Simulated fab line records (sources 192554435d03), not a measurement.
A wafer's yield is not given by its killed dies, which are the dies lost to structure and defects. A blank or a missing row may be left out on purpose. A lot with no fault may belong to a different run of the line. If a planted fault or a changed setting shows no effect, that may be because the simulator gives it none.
Chamber matching || flow n5Finfet || aldSin-01 running N5_STI_FIN_REVEAL_ALD_14: 4 sister chambers
The step deposits Si3N4, target thk 3 nm. 20 wafers are shown with their chamber, then 10 later ones without.

EACH WAFER AND ITS CHAMBER
{"wafer": "L074.1", "chamber": 1, "heaterPowerW (W)": 841, "heaterPowerOuterW (W)": 497}
{"wafer": "L074.4", "chamber": 3, "heaterPowerW (W)": 914, "heaterPowerOuterW (W)": 533}
{"wafer": "L074.6", "chamber": 2, "heaterPowerW (W)": 781, "heaterPowerOuterW (W)": 476}
{"wafer": "L079.3", "chamber": 2, "heaterPowerW (W)": 794, "heaterPowerOuterW (W)": 474}
{"wafer": "L079.4", "chamber": 0, "heaterPowerW (W)": 898, "heaterPowerOuterW (W)": 497}
{"wafer": "L079.5", "chamber": 1, "heaterPowerW (W)": 855, "heaterPowerOuterW (W)": 497}
{"wafer": "L080.2", "chamber": 0, "heaterPowerW (W)": 873, "heaterPowerOuterW (W)": 510}
{"wafer": "L080.3", "chamber": 1, "heaterPowerW (W)": 872, "heaterPowerOuterW (W)": 508}
{"wafer": "L080.6", "chamber": 3, "heaterPowerW (W)": 912, "heaterPowerOuterW (W)": 535}
{"wafer": "L081.2", "chamber": 3, "heaterPowerW (W)": 948, "heaterPowerOuterW (W)": 540}
{"wafer": "L081.3", "chamber": 2, "heaterPowerW (W)": 759, "heaterPowerOuterW (W)": 492}
{"wafer": "L081.4", "chamber": 0, "heaterPowerW (W)": 897, "heaterPowerOuterW (W)": 503}
{"wafer": "L083.1", "chamber": 3, "heaterPowerW (W)": 904, "heaterPowerOuterW (W)": 545}
{"wafer": "L083.5", "chamber": 0, "heaterPowerW (W)": 905, "heaterPowerOuterW (W)": 506}
{"wafer": "L083.6", "chamber": 3, "heaterPowerW (W)": 897, "heaterPowerOuterW (W)": 510}
{"wafer": "L084.1", "chamber": 2, "heaterPowerW (W)": 755, "heaterPowerOuterW (W)": 473}
{"wafer": "L084.2", "chamber": 1, "heaterPowerW (W)": 853, "heaterPowerOuterW (W)": 498}
{"wafer": "L084.4", "chamber": 0, "heaterPowerW (W)": 873, "heaterPowerOuterW (W)": 485}
{"wafer": "L088.3", "chamber": 2, "heaterPowerW (W)": 760, "heaterPowerOuterW (W)": 479}
{"wafer": "L088.4", "chamber": 1, "heaterPowerW (W)": 867, "heaterPowerOuterW (W)": 512}

SIGNATURES (averages over the wafers above)
{"reading": "heaterPowerW", "chamber 0": 889.20, "chamber 1": 857.60, "chamber 2": 769.80, "chamber 3": 915.00, "scatter within a chamber": 16.2}
{"reading": "heaterPowerOuterW", "chamber 0": 500.20, "chamber 1": 502.40, "chamber 2": 478.80, "chamber 3": 532.60, "scatter within a chamber": 9.82}
Rule: a wafer's distance from a chamber is the root of the sum, over the readings, of the square of ((its reading less the chamber's mean) divided by the reading's scatter). If the next closest chamber is less than 2 further off than the closest, the wafer can't be placed; otherwise it belongs to the closest. The scatter: take each reading less its chamber's mean, square it, sum over the shown wafers, divide by the number of wafers less the number of chambers, and take the root.

WAFERS MISSING THEIR CHAMBER
{"wafer": "L088.5", "heaterPowerW (W)": 884, "heaterPowerOuterW (W)": 514}
{"wafer": "L090.1", "heaterPowerW (W)": 880, "heaterPowerOuterW (W)": 524}
{"wafer": "L090.4", "heaterPowerW (W)": 908, "heaterPowerOuterW (W)": 546}
{"wafer": "L090.5", "heaterPowerW (W)": 758, "heaterPowerOuterW (W)": 487}
{"wafer": "L093.3", "heaterPowerW (W)": 778, "heaterPowerOuterW (W)": 484}
{"wafer": "L093.4", "heaterPowerW (W)": 838, "heaterPowerOuterW (W)": 498}
{"wafer": "L093.6", "heaterPowerW (W)": 883, "heaterPowerOuterW (W)": 535}
{"wafer": "L095.1", "heaterPowerW (W)": 891, "heaterPowerOuterW (W)": 511}
{"wafer": "L095.4", "heaterPowerW (W)": 887, "heaterPowerOuterW (W)": 557}
{"wafer": "L095.6", "heaterPowerW (W)": 877, "heaterPowerOuterW (W)": 536}

THE CHAMBER EACH PASSED THROUGH
{"wafer": "L088.5", "from the rows above": "can't be placed: 0 or 1 or 3", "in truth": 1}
{"wafer": "L090.1", "from the rows above": "can't be placed: 3 or 0 or 1", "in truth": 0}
{"wafer": "L090.4", "from the rows above": 3, "in truth": 3}
{"wafer": "L090.5", "from the rows above": 2, "in truth": 2}
{"wafer": "L093.3", "from the rows above": 2, "in truth": 2}
{"wafer": "L093.4", "from the rows above": "can't be placed: 1 or 0", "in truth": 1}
{"wafer": "L093.6", "from the rows above": "can't be placed: 3 or 0 or 1", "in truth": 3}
{"wafer": "L095.1", "from the rows above": "can't be placed: 0 or 1 or 3", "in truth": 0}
{"wafer": "L095.4", "from the rows above": 3, "in truth": 3}
{"wafer": "L095.6", "from the rows above": "can't be placed: 3 or 1 or 0", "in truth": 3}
Correct placement for 4 of the 10. Unplaceable from these rows: 6, with the true chamber sitting among the candidates in 6. Wrongly placed: 0.
